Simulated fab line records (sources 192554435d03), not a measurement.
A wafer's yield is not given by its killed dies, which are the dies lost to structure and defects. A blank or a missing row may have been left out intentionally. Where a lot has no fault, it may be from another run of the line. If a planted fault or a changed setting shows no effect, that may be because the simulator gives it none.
Matching of chambers ; flow n5Finfet ; N5_BEOL_M4_STRIP_19 on rieDiel-03: 4 sister chambers
The step strips in O2. 18 wafers are shown with their chamber, then 9 later ones without.

== EACH WAFER AND ITS CHAMBER ==
wafer;chamber;drypumpMotorCurrentA (A);throttleValvePct (%);showerheadPlenumPTorr (Torr)
L074.1;2;5.1;16.64;2.08
L074.3;1;5.9;16.81;2.13
L074.5;2;5.1;16.64;2.08
L075.2;1;5.9;16.81;2.13
L075.4;2;5.1;16.65;2.08
L075.5;1;5.9;16.83;2.13
L082.2;2;5.1;16.69;2.07
L082.3;1;5.9;16.86;2.12
L082.4;3;5.4;16.37;2.22
L084.1;1;5.9;16.86;2.12
L084.2;3;5.4;16.40;2.22
L084.4;0;5.7;16.94;1.98
L094.3;1;5.9;16.91;2.11
L094.4;2;5.1;16.76;2.06
L094.5;0;5.7;16.50;2.24
L089.3;1;5.8;16.93;2.11
L089.5;3;5.4;16.46;2.20
L089.6;2;5.1;16.77;2.06

SIGNATURES, as means of the wafers listed above
reading;chamber 0;chamber 1;chamber 2;chamber 3;scatter within a chamber
drypumpMotorCurrentA;5.700;5.886;5.100;5.400;0.0247
throttleValvePct;16.7200;16.8586;16.6917;16.4100;0.0972
showerheadPlenumPTorr;2.1100;2.1214;2.0717;2.2133;0.05
Rule: a wafer lies at a distance from a chamber equal to the root of the sum of squares, over the readings, of (its reading less the chamber's mean, divided by the reading's scatter). If the next closest chamber is less than 2 further off than the closest, the wafer can't be placed; otherwise it belongs to the closest. How the scatter is found: for the shown wafers, subtract from each reading the mean of its chamber, square and add these, divide the total by (wafers less chambers), then take the root.

== WAFERS WHOSE CHAMBER IS MISSING ==
wafer;drypumpMotorCurrentA (A);throttleValvePct (%);showerheadPlenumPTorr (Torr)
L090.1;5.9;16.91;2.11
L090.3;5.1;16.77;2.06
L090.6;5.8;16.91;2.11
L093.2;5.6;16.51;2.24
L093.3;5.4;16.46;2.20
L093.6;5.1;16.76;2.06
L096.1;5.9;16.92;2.11
L096.4;5.1;16.75;2.06
L096.5;5.1;16.75;2.06

== WHICH CHAMBER EACH WENT THROUGH ==
wafer;from the rows above;in truth
L090.1;1;1
L090.3;2;2
L090.6;can't be placed: 1 or 0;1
L093.2;0;0
L093.3;3;3
L093.6;2;2
L096.1;1;1
L096.4;2;2
L096.5;2;2
Correctly placed: 8 of 9. From these rows, 1 cannot be placed; in 1 the true chamber is one of the candidates. Placed wrongly: 0.
